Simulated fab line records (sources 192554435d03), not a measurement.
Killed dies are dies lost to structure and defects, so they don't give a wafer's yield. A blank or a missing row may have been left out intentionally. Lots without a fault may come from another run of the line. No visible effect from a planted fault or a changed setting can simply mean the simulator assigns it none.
fab line records	flow n5_finfet
record lots=6	wafers=18	last_day=16
route steps=1938 shown BEOL_M1@794 PASSIVATION@1936
lots with no fault: from the same line, run without faults
start_h: start of the lot's first displayed wafer, in hours after the record's first day	wait_h: how many hours have passed since the lot's step before this one	" repeats the value in the row above	L1.1+2: one row covering several wafers at once	- no value present, or no start provided	* or withheld: withheld	< > ~ a bound
route shown NAME@n: names a module that has steps shown in the file, with the first one's number in the route	usual: the fault-free wafers' mean and standard deviation	same: alike in all rows	chamber/n: place in a boat	sites: per-site readings	_std_site: the standard deviation of these	_edge_site: outer sites' mean less inner sites'	radius_mm: how far each site lies from the wafer's centre	mask NAME#n: copy n	behind: the last tool/chamber to shape the wafer	hold: what put the lot on hold/how long, in hours/how the hold closed	device: names the non-switching transistor (n, p or np)	end of line: the same wafers' tests at the end of the route	step lacking rows: just its recipe	killed: dies lost to structure and defects at the first sort, not the wafer's yield	map: shows each die of a wafer: x if killed, . if not, _ if none is there
set.NAME: setting as actually run; set.NAME@STEP: the setting as run at that earlier step	model.NAME: the simulator's own value behind a step, which no gauge read
certain route steps with their lots: each step a table, each wafer a row
services: the hour from which a tool's chamber was out of use, counted from the record's first day as start_h (under 0 if before that day), plus the number of hours and why
## steps
# step N5_BEOL_M1_ETCH_70
# recipe chemistry=N2/H2	target=SOC	target_depth_a=800	overetch_a=160	mask_material=SiARC	temp_c=40	time_s=120	ion_energy_ev=200	pressure_mtorr=30	source_w=840	bias_w=150	n2_flow_sccm=200	h2_flow_sccm=200
# step N5_BEOL_M1_STRIP_71
# recipe chemistry=N2/H2	temp_c=40	n2_flow_sccm=200	h2_flow_sccm=200	rf_frequency_hz=6e+07
# step N5_BEOL_M1_STRIP_78
# recipe chemistry=N2/H2	temp_c=40	n2_flow_sccm=200	h2_flow_sccm=200	rf_frequency_hz=6e+07
# step N5_BEOL_M1_VIA_ETCH_34
# recipe chemistry=C4F6/O2	target_depth_a=678	mask_material=SOC	pressure_mtorr=15	ion_energy_ev=250	taper_deg=4	time_s=64.4	source_w=350	bias_w=170	Ar_flow_sccm=300	C4F6_flow_sccm=10	O2_flow_sccm=10
# usual drypump_motor_current_A=5.7/0.4	mfc_ar_sccm=300.0/0.98	oes_ar_750_au=0.77/0.075	oes_o_777_au=0.77/0.074	oes_product_au=0.77/0.079	rf_fwd_power_W=347.0/1.3	rf_vpp_V=667/12	showerhead_plenum_p_Torr=2.83/0.096	throttle_valve_pct=30.87/0.21
lot.wafer	tool	chamber	start_h	wait_h	drypump_motor_current_A	mfc_ar_sccm	oes_ar_750_au	oes_o_777_au	oes_product_au	rf_fwd_power_W	rf_hours_counter_h	rf_vpp_V	showerhead_plenum_p_Torr	throttle_valve_pct
L212.1	rie_diel-03	0	126.82	0.0	6.0	300.4	0.86	0.82	0.87	347.4	37	691	2.78	30.59
L212.3	"	2	"	"	6.0	300.0	0.77	0.77	0.77	347.2	152	666	2.72	30.76
L212.5	"	3	"	"	5.5	300.0	0.73	0.73	0.71	348.3	-	655	2.95	30.58
L217.2	rie_diel-03	0	158.20	0.0	5.9	299.0	0.85	0.81	0.86	345.4	47	691	2.78	30.60
L217.5	"	3	"	"	5.5	300.4	0.71	0.72	0.71	346.9	-	656	2.94	30.60
L217.6	"	1	"	"	5.7	300.3	0.78	0.77	0.78	346.8	-	683	2.87	30.68
L218.1	rie_diel-04	1	158.29	0.0	5.2	298.3	0.67	0.66	0.67	346.3	231	676	2.94	31.17
L218.4	"	2	"	"	5.8	299.5	0.74	0.72	0.74	345.0	158	651	2.85	30.79
L218.5	"	1	"	"	5.2	299.2	0.67	0.66	0.67	346.6	-	675	2.94	31.18
L219.1	rie_diel-02	2	178.21	0.0	5.9	299.7	0.77	0.76	0.78	346.9	136	668	2.87	31.12
L219.2	"	1	"	"	6.4	300.8	0.69	0.67	0.67	345.8	244	658	2.83	30.99
L219.4	"	3	"	"	4.9	299.9	0.75	0.78	0.74	349.1	-	663	2.69	31.00
L221.1	rie_diel-04	0	190.13	0.0	5.5	299.1	0.72	0.72	0.70	346.4	221	657	2.71	31.01
L221.2	"	3	"	"	6.3	299.6	0.85	0.86	0.86	347.4	51	654	3.01	31.09
L221.3	"	1	"	"	5.2	302.9	0.67	0.66	0.67	347.7	239	675	2.94	31.17
L229.1	rie_diel-02	0	233.28	0.0	5.7	301.3	0.94	0.94	0.93	347.5	14	670	2.90	30.57
L229.2	"	3	"	"	4.9	300.7	0.73	0.77	0.72	349.9	220	664	2.68	31.00
L229.4	"	1	"	"	6.4	299.7	0.97	0.94	0.96	346.7	4	659	2.82	30.84
# step N5_BEOL_M1_STRIP_83
# recipe chemistry=C4F6/O2	resist=SiARC	rf_frequency_hz=6e+07
# step N5_BEOL_M1_STRIP_36
# recipe chemistry=N2/H2	power_w=450	temp_c=40	pressure_mtorr=20	rf_frequency_hz=6e+07	overash_fraction=0.3	bias_power_w=7	h2_frac=0.5	n2_flow_sccm=200	h2_flow_sccm=200
# step N5_BEOL_M1_TRENCH_ETCH_37
# recipe chemistry=C4F6/O2	target_depth_a=552.07	target=SiOC	time_s=29	ion_energy_ev=250	pressure_mtorr=30	source_w=355	bias_w=185	Ar_flow_sccm=300	C4F6_flow_sccm=10	O2_flow_sccm=10
# step N5_BEOL_M1_ETCH_41
# recipe chemistry=CH3F/O2	target=SiCN	target_depth_a=319	taper_deg=2	time_s=57.8	ion_energy_ev=120	mask_material=TiN	pressure_mtorr=30	source_w=395	bias_w=75	Ar_flow_sccm=150	CH3F_flow_sccm=30	O2_flow_sccm=20
# step N5_BEOL_M1_STRIP_97
# recipe chemistry=N2/H2	time_s=10	power_w=450	temp_c=40	pressure_mtorr=20	rf_frequency_hz=6e+07	bias_power_w=7	n2_flow_sccm=200	h2_flow_sccm=200
# usual drypump_motor_current_A=5.7/0.4	oes_product_au=0.77/0.081	rf_vpp_V=59.1/0.91	showerhead_plenum_p_Torr=2.53/0.089	temp_c=40.00/0.1	throttle_valve_pct=23.72/0.26
lot.wafer	tool	chamber	start_h	wait_h	drypump_motor_current_A	oes_product_au	rf_hours_counter_h	rf_vpp_V	showerhead_plenum_p_Torr	temp_c	throttle_valve_pct
L212.1	rie_diel-03	0	-	-	5.9	0.89	37	59.5	2.47	39.96	23.48
L212.3	"	2	"	"	6.0	0.78	152	58.3	2.45	40.04	23.81
L212.5	"	3	"	"	5.5	0.71	-	59.7	2.65	40.11	23.48
L217.2	rie_diel-03	0	-	-	5.9	0.86	47	58.4	2.47	39.94	23.50
L217.5	"	3	"	"	5.5	0.71	-	59.7	2.64	40.01	23.51
L217.6	"	1	"	"	5.7	0.78	-	59.2	2.54	40.15	23.38
L218.1	rie_diel-04	1	-	-	5.2	0.68	231	58.5	2.62	39.93	24.03
L218.4	"	2	"	"	5.8	0.74	158	58.7	2.53	40.01	23.36
L218.5	"	1	"	"	5.2	0.68	-	60.4	2.62	40.00	24.03
L219.1	rie_diel-02	2	-	-	5.9	0.77	136	58.9	2.55	40.01	24.02
L219.2	"	1	"	"	6.4	0.66	244	57.3	2.49	39.82	23.49
L219.4	"	3	"	"	4.9	0.74	-	57.9	2.41	39.93	23.90
L221.1	rie_diel-04	0	-	-	5.5	0.70	221	57.8	2.41	39.90	23.97
L221.2	"	3	"	"	6.3	0.87	51	60.1	2.69	39.87	23.90
L221.3	"	1	"	"	5.2	0.68	239	59.6	2.61	39.95	24.04
L229.1	rie_diel-02	0	-	-	5.7	0.93	14	57.4	2.61	39.95	23.72
L229.2	"	3	"	"	4.9	0.72	221	58.5	2.40	40.02	23.92
L229.4	"	1	"	"	6.4	0.98	4	59.2	2.49	40.05	23.23
# step N5_BEOL_M1_OCD_MEAS_38
# usual trench_depth_nm=54.8/0.92
lot.wafer	tool	chamber	start_h	wait_h	trench_depth_nm
L212.1	ocd-01	-	127.07	-	55.3
L212.3	"	-	"	"	55.0
L212.5	"	-	"	"	54.1
L217.2	ocd-01	-	158.46	-	54.8
L217.5	"	-	"	"	54.6
L217.6	"	-	"	"	56.9
L218.1	ocd-02	-	158.54	-	53.6
L218.4	"	-	"	"	53.4
L218.5	"	-	"	"	53.6
L219.1	ocd-01	-	178.46	-	55.0
L219.2	"	-	"	"	53.6
L219.4	"	-	"	"	55.9
L221.1	ocd-02	-	190.39	-	53.9
L221.2	"	-	"	"	54.6
L221.3	"	-	"	"	53.5
L229.1	ocd-02	-	233.53	-	55.1
L229.2	"	-	"	"	56.4
L229.4	"	-	"	"	56.1
# step N5_BEOL_M1_HM_STRIP_39
# recipe chemistry=peroxide_tin_strip	material=TiN	target_depth_a=250	temp_c=50	time_s=158
# step N5_BEOL_M1_SRD_40
# recipe time_s=30	temp_c=23	rinse_liquid=diw	dry=ipa_marangoni
# step N5_BEOL_M1_PRECLEAN_42
# recipe chemistry=residue_remover	time_s=60	temp_c=40
# usual bath_guard_temp_C=40.1/0.53	temp_c=39.99/0.11
lot.wafer	tool	chamber	start_h	wait_h	bath_guard_temp_C	temp_c
L212.1	wet_bench-05	7	127.20	0.0	40.8	39.77
L212.3	"	5	"	"	40.1	40.06
L212.5	"	2	"	"	39.7	39.86
L217.2	wet_bench-06	3	158.55	0.0	40.2	39.93
L217.5	"	2	"	"	39.8	39.88
L217.6	"	7	"	"	40.4	40.07
L218.1	wet_bench-01	4	158.64	0.0	41.0	39.99
L218.4	"	3	"	"	40.4	39.95
L218.5	"	6	"	"	39.2	40.12
L219.1	wet_bench-01	0	178.57	0.0	39.1	39.76
L219.2	"	3	"	"	40.4	39.90
L219.4	"	5	"	"	39.2	39.86
L221.1	wet_bench-01	3	190.49	0.0	40.7	39.94
L221.2	"	6	"	"	39.3	40.00
L221.3	"	5	"	"	39.5	39.96
L229.1	wet_bench-05	3	233.64	0.0	40.8	40.09
L229.2	"	2	"	"	39.7	39.77
L229.4	"	4	"	"	40.0	39.95
# step N5_BEOL_M1_SRD_43
# recipe time_s=30	temp_c=23	rinse_liquid=diw	dry=ipa_marangoni
# step N5_BEOL_M1_CD_MEAS_35
# recipe target_cd_nm=18	target_cd_y_nm=21	polarity=opening
# usual cd_nm=18.0/0.35
lot.wafer	tool	chamber	start_h	wait_h	cd_nm
L212.1	cd_sem-03	-	127.25	0.0	17.4
L212.3	"	-	"	"	18.3
L212.5	"	-	"	"	17.8
L217.2	cd_sem-03	-	158.61	0.0	17.7
L217.5	"	-	"	"	18.2
L217.6	"	-	"	"	18.1
L218.1	cd_sem-01	-	158.70	0.0	18.2
L218.4	"	-	"	"	18.8
L218.5	"	-	"	"	18.6
L219.1	cd_sem-03	-	178.63	0.0	18.3
L219.2	"	-	"	"	18.2
L219.4	"	-	"	"	17.9
L221.1	cd_sem-03	-	190.54	0.0	17.6
L221.2	"	-	"	"	17.9
L221.3	"	-	"	"	18.4
L229.1	cd_sem-02	-	233.70	0.0	17.5
L229.2	"	-	"	"	17.3
L229.4	"	-	"	"	18.3
# step N5_BEOL_M1_DEGAS_44
# recipe ambient=vacuum	temp_c=250	time_s=60
# step N5_BEOL_M1_PRE_CLEAN_45
# recipe gas=H2/He	time_s=30	temp_c=250
# step N5_BEOL_M1_ALD_84
# recipe material=TaN	target_thk_a=*	temp_c=275	ald_precursor_family=PDMAT	ald_co_reactant=NH3	pressure_torr=3	carrier_flow_sccm=1500	pulse_time_s=2	purge_time_s=3	co_reactant_purge_time_s=2	co_reactant_pulse_time_s=3	ald_cycles=30	precursor_vessel_temp_c=75	precursor_vessel_pressure_torr=26.25	precursor_vessel_carrier_sccm=1000
# step N5_BEOL_M1_SURFACE_TREAT_85
# recipe gas=Ar	time_s=*	ion_energy_ev=*	ion_current_ma_cm2=0.5	pressure_mtorr=*	ar_flow_sccm=30
# step N5_BEOL_M1_CVD_47
# recipe material=Co	target_thk_a=30	temp_c=withheld	precursor=CCTBA/H2	pressure_torr=30	time_s=223.8
# step N5_BEOL_M1_SPUTTER_48
# recipe material=Cu	target_thk_a=45	temp_c=-20	chamber_pressure_pa=0.07	power_w=withheld	time_s=8.29
# step N5_BEOL_M1_ANNEAL_49
# recipe temp_c=400	time_s=240	ambient=vacuum
# step N5_BEOL_M1_SPUTTER_79
# recipe material=Cu	target_thk_a=45	temp_c=-20	chamber_pressure_pa=0.07	power_w=withheld	time_s=8.29
# step N5_BEOL_M1_ANNEAL_80
# recipe temp_c=400	time_s=240	ambient=vacuum
# step N5_BEOL_M1_SPUTTER_81
# recipe material=Cu	target_thk_a=45	temp_c=-20	chamber_pressure_pa=0.07	power_w=withheld	time_s=8.29
# usual throttle_valve_pct=30.2/0.99
lot.wafer	tool	chamber	start_h	wait_h	throttle_valve_pct
L212.1	pvd_sputter-02	-	128.73	0.1	31.1
L212.3	"	-	"	"	30.6
L212.5	"	-	"	"	28.0
L217.2	pvd_sputter-01	-	159.86	0.1	30.6
L217.5	"	-	"	"	30.0
L217.6	"	-	"	"	31.1
L218.1	pvd_sputter-03	-	161.58	0.1	30.2
L218.4	"	-	"	"	29.7
L218.5	"	-	"	"	30.6
L219.1	pvd_sputter-03	-	179.91	0.1	30.4
L219.2	"	-	"	"	29.7
L219.4	"	-	"	"	31.0
L221.1	pvd_sputter-01	-	192.16	0.1	30.7
L221.2	"	-	"	"	32.2
L221.3	"	-	"	"	29.9
L229.1	pvd_sputter-01	-	237.36	0.1	29.8
L229.2	"	-	"	"	32.1
L229.4	"	-	"	"	29.6
# step N5_BEOL_M1_ANNEAL_82
# recipe temp_c=400	time_s=240	ambient=vacuum
# usual heater_power_w=844/72
lot.wafer	tool	chamber	start_h	wait_h	heater_power_w
L212.1	pvd_sputter-02	-	128.81	0.0	745
L212.3	"	-	"	"	898
L212.5	"	-	"	"	976
L217.2	pvd_sputter-01	-	159.94	0.0	741
L217.5	"	-	"	"	798
L217.6	"	-	"	"	727
L218.1	pvd_sputter-03	-	161.66	0.0	823
L218.4	"	-	"	"	812
L218.5	"	-	"	"	811
L219.1	pvd_sputter-03	-	179.99	0.0	816
L219.2	"	-	"	"	802
L219.4	"	-	"	"	932
L221.1	pvd_sputter-01	-	192.24	0.0	731
L221.2	"	-	"	"	900
L221.3	"	-	"	"	773
L229.1	pvd_sputter-01	-	237.44	0.0	776
L229.2	"	-	"	"	884
L229.4	"	-	"	"	907
# step N5_BEOL_M1_SPUTTER_86
# recipe material=Cu	target_thk_a=45	temp_c=-20	chamber_pressure_pa=0.07	power_w=withheld	time_s=8.29
# step N5_BEOL_M1_ANNEAL_87
# recipe temp_c=400	time_s=240	ambient=vacuum
# step N5_BEOL_M1_SPUTTER_88
# recipe material=Cu	target_thk_a=45	temp_c=-20	chamber_pressure_pa=0.07	power_w=withheld	time_s=8.29
# step N5_BEOL_M1_ANNEAL_89
# recipe temp_c=400	time_s=240	ambient=vacuum
# step N5_BEOL_M1_SPUTTER_90
# recipe material=Cu	target_thk_a=45	temp_c=-20	chamber_pressure_pa=0.07	power_w=withheld	time_s=8.29
# step N5_BEOL_M1_ANNEAL_91
# recipe temp_c=400	time_s=240	ambient=vacuum
# usual heater_power_w=844/73
lot.wafer	tool	chamber	start_h	wait_h	heater_power_w
L212.1	pvd_sputter-02	-	129.47	0.0	744
L212.3	"	-	"	"	905
L212.5	"	-	"	"	969
L217.2	pvd_sputter-01	-	160.60	0.0	713
L217.5	"	-	"	"	777
L217.6	"	-	"	"	738
L218.1	pvd_sputter-03	-	162.32	0.0	819
L218.4	"	-	"	"	800
L218.5	"	-	"	"	821
L219.1	pvd_sputter-03	-	180.65	0.0	808
L219.2	"	-	"	"	787
L219.4	"	-	"	"	906
L221.1	pvd_sputter-01	-	192.90	0.0	754
L221.2	"	-	"	"	905
L221.3	"	-	"	"	808
L229.1	pvd_sputter-01	-	238.10	0.0	780
L229.2	"	-	"	"	894
L229.4	"	-	"	"	934
# step N5_BEOL_M1_SPUTTER_92
# recipe material=Cu	target_thk_a=45	temp_c=-20	chamber_pressure_pa=0.07	power_w=withheld	time_s=8.29
# step N5_BEOL_M1_ANNEAL_93
# recipe temp_c=400	time_s=240	ambient=vacuum
# step N5_BEOL_M1_SPUTTER_94
# recipe material=Cu	target_thk_a=45	temp_c=-20	chamber_pressure_pa=0.07	power_w=withheld	time_s=8.29
# step N5_BEOL_M1_ANNEAL_95
# recipe temp_c=400	time_s=240	ambient=vacuum
# step N5_BEOL_M1_SPUTTER_96
# recipe material=Cu	target_thk_a=45	temp_c=-20	chamber_pressure_pa=0.07	power_w=withheld	time_s=8.29
# step N5_BEOL_M1_ECD_50
# recipe material=Cu	target_thk_a=3000
# step N5_BEOL_M1_ANNEAL_51
# recipe temp_c=225	time_s=90	ambient=N2
# step N5_BEOL_M1_CMP_52
# recipe stop_on=SiOC	t_overpolish_s=6.8	down_force_psi=1	platen_rpm=50	clearing_platen_down_force_psi=1.5	clearing_platen_rpm=50	post_cmp_clean=cu_alkaline	target_thk_nm=40	clearing_platen_pad_velocity_m_s=0.99484	pad_velocity_m_s=0.99484
# step N5_BEOL_M1_THK_MEAS_53
# recipe thk_meas_gauge=xrf	reads=Cu_of_BEOL_M1_ECD_50
# usual M1_THK=39.6/1.5
lot.wafer	tool	chamber	start_h	wait_h	M1_THK[nm]
L212.1	film_metro-02	-	130.83	-	40.6
L212.3	"	-	"	"	38.6
L212.5	"	-	"	"	39.9
L217.2	film_metro-02	-	161.97	-	36.8
L217.5	"	-	"	"	40.3
L217.6	"	-	"	"	40.4
L218.1	film_metro-01	-	163.69	-	38.5
L218.4	"	-	"	"	41.4
L218.5	"	-	"	"	39.7
L219.1	film_metro-01	-	182.30	-	37.9
L219.2	"	-	"	"	37.3
L219.4	"	-	"	"	41.0
L221.1	film_metro-01	-	194.32	-	39.5
L221.2	"	-	"	"	37.8
L221.3	"	-	"	"	36.9
L229.1	film_metro-02	-	239.47	-	38.3
L229.2	"	-	"	"	39.9
L229.4	"	-	"	"	41.1
# step N5_BEOL_M1_PRE_CLEAN_60
# recipe gas=NH3/H2	time_s=15	temp_c=*	rf_power_w=300
# step N5_PASSIVATION_PROBE_49
# usual defect_limited_yield=91.2/1.4	killed_at_M0_to_M3=35/11	killed_at_M4_up=14/5.6	killed_at_contacts=12/5.6	killed_at_front_end=38/11	killed_at_other=4/3.4	killed_dies=103/17	killed_on_rim=13/3.5	killed_open=68/12	killed_short=33/8.8	sort_bin_5_function=5.1/0.89	sort_bin_6_memory=3.3/0.71	sort_n_pass=1077/17	sort_yield_pct=91.2/1.4
# same gross_dies=1180	killed_at_back_side=0	sort_bin_4_leakage[%]=0	sort_bin_8_speed[%]=0
lot.wafer	tool	chamber	start_h	wait_h	defect_limited_yield[%]	killed_at_M0_to_M3	killed_at_M4_up	killed_at_contacts	killed_at_front_end	killed_at_other	killed_dies	killed_on_rim	killed_open	killed_short	sort_bin_5_function[%]	sort_bin_6_memory[%]	sort_n_pass	sort_yield_pct[%]
L219.2	prober-02	-	334.72	0.1	82.0	156	11	8	32	5	212	14	54	26	12.3	3.7	968	82.0
L221.1	prober-02	-	347.01	0.0	82.1	158	14	10	24	5	211	13	57	32	11.9	4.2	969	82.1
# killed by level:class
L219.2 BEOL_M1:unspecified=128 BEOL_M1:geometric_particle:open=10 MOL_CONTACT_COAG:geometric_particle:open=7 STI_FIN_REVEAL:geometric_particle:open=6 DUMMY_GATE:geometric_particle:open=5 GATE_CUT:geometric_particle:open=5 BEOL_M0_SAQP:geometric_particle:short=4 BEOL_M0_SAQP:geometric_particle:open=4
L221.1 BEOL_M1:unspecified=122 BEOL_M1:geometric_particle:open=11 MOL_CONTACT_COAG:geometric_particle:open=9 FIN_SAQP:geometric_particle:short=8 BEOL_M0_SAQP:geometric_particle:open=7 BEOL_M0_SAQP:geometric_particle:short=5 BEOL_M3:geometric_particle:open=5 BEOL_M4:geometric_particle:open=5
# map L219.2 (x killed, . not)
_________________...x........________________
______________.................._____________
___________...............xxxxx....__________
__________.....x........xxxxxxx.x..._________
________..xx....x......xx.xxxxxxxxxx.._______
_______...............x.xxxxxxxxx.xx..x______
______..............x.xxxxxxxxxxxxx.x..._____
_____x.x..x...........xxxxxxxxxxxx.x.....____
____.......x.......x...xxxxxxxxxxxx.x.....___
___..................xxxxxxxxxxxxx..x......__
___......x.............xxxxxxxxx.x.x.x.....__
__......................xxxxxxxxxxx..x......_
__.....................xxxxxxxxxxx.x........_
_.x..x......x.........x....xx.x.xxx..........
_.........................x.xx...x....x......
_.....x....x.................xx..........x...
_......x.......x.............x..............x
_...........x.....x..........x...............
_x..................................x........
_.....x................x......xx...........x.
_...x..................x.........x...........
__................x....x............x......._
__.x....x.x............xx...............x..._
___......x....x......................x.x...__
___.....x..............xx.x................__
____....x..............x...x..............___
_____...........x.x................x.....____
______.x............x..................._____
_______...............x...............x______
________...........x......x..x........_______
__________............x............._________
___________....................x.x.__________
______________.........x........_____________
_________________...........x________________
# map L221.1 (x killed, . not)
_________________x..x...x....________________
______________............x.x..._____________
___________.............x.xxx....x.__________
__________...............xxxx.x..x.._________
________.................xxxxxxx......_______
_______......x......x.xxxxxxxxxxx.xx...______
______....xx..x..x.....xxxxxxxxxxx.x..x._____
_____......x.....x....x.xxxxxxxxx.xxx....____
____...x..............xxxxxxxxxxxxxx.....x___
___....xx..x.......xx.xxxxxxxxxxxxxx.......__
___............x....x.xxxxxxxxxxxxxx......x__
__...........x..........xx.xxxxxxxx........._
__.................x....xxxxxxxxx.....x....._
_.x..................xx..xx.xxx..............
_.x.........x..x.....x......x...x.......x.x..
_................................x......x....
_....................x...x.........x.........
_.................x..x...xx..................
_.x..........................................
_...x.....x....x.............................
_.x.......x..............x...................
__......................x......x.....x......_
__......x.x..................x.............._
___.x...........x................x....x....__
___..............x..........x.........x....__
____.x..........x.....x............x....x.___
_____............x........x..............____
______...................x.............._____
_______............x...........x.......______
________..........x...x...........x..._______
__________..x..........x...x.....x.._________
___________...................x....__________
______________.........xx..x.x.._____________
_________________............________________
## services
tool	chamber	start_h	hours	kind
rie_diel-04	3	116.29	12.9	repair
pvd_sputter-02	-	162.27	23.5	repair
rie_diel-02	0	174.77	-	clean
rie_diel-02	0	174.77	-	consumable_replace:focus_ring
rie_diel-02	0	174.77	19.6	scheduled_down
rie_diel-02	0	174.77	19.6	vent_cycle
rie_diel-04	0	176.83	7.2	repair
wet_bench-06	-	189.37	1.9	pm
rie_diel-02	1	194.32	-	clean
rie_diel-02	1	194.32	-	consumable_replace:focus_ring
rie_diel-02	1	194.32	25.5	scheduled_down
rie_diel-02	1	194.32	25.5	vent_cycle
rie_diel-04	0	204.06	8.8	repair
wet_bench-01	-	219.90	1.9	pm
rie_diel-04	1	225.88	-	clean
rie_diel-04	1	225.88	-	consumable_replace:focus_ring
rie_diel-04	1	225.88	31.8	scheduled_down
rie_diel-04	1	225.88	31.8	vent_cycle
## key
first_sign step=N5_PASSIVATION_PROBE_49	reading=killed_at_M0_to_M3	direction=up	sigmas=12	usual=35	struck=157
effect step=N5_PASSIVATION_PROBE_49	reading=defect_limited_yield	direction=down	sigmas=6.4	usual=91.2	struck=82.1
more_kills_born_at N5_BEOL_M1_PRECLEAN_42@wet_bench-01=250
met_at N5_BEOL_M1_PRECLEAN_42
struck_wafers L219.2,L221.1
onset_between 158.64 178.57
fault kind=chamber_particle_source	tool=wet_bench-01	chamber=3	onset_h=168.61	steps=N5_BEOL_M1_PRECLEAN_42	rate_per_visit_cm2=0.85003	end_h=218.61
